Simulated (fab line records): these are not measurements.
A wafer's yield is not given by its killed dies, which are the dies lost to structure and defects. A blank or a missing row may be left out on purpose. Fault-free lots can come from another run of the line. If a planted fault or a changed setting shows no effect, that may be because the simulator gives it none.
Matching of chambers ; flow n5_finfet ; N5_BEOL_M9_ETCH_65 on rie_diel-01 has 4 sister chambers
The step etches SiARC in CF4, target depth 15.6 nm, time 26 s. 4 wafers are shown with their chamber, then 8 later ones without.

WAFERS WITH THEIR CHAMBER
wafer;chamber;showerhead_plenum_p_Torr (Torr)
L083.5;3;2.06
L086.1;0;2.26
L086.3;1;2.18
L093.1;2;2.09

WAFERS MISSING THEIR CHAMBER
wafer;showerhead_plenum_p_Torr (Torr)
L093.4;2.25
L093.6;2.09
L094.1;2.05
L094.3;2.18
L094.4;2.25
L096.3;2.05
L096.4;2.18
L096.5;2.18

EACH ONE'S CHAMBER
wafer;from the rows above;in truth
L093.4;0;0
L093.6;2;2
L094.1;3;3
L094.3;1;1
L094.4;0;0
L096.3;3;3
L096.4;1;1
L096.5;1;1
Correctly placed: 8 of 8. Can't be placed from these rows: 0. 0 placed wrongly.
How it was worked out, from the rows above alone: a wafer's distance from a chamber is the root of the sum, over the readings, of the square of ((its reading less the chamber's mean) divided by the reading's scatter). If the next closest chamber is less than 2 further off than the closest, the wafer can't be placed; otherwise it belongs to the closest. A chamber's mean is the mean of its shown wafers. The scatter (one wafer shown for each chamber): square how far every hidden wafer sits from the nearest shown wafer, average those squares and take the square root.
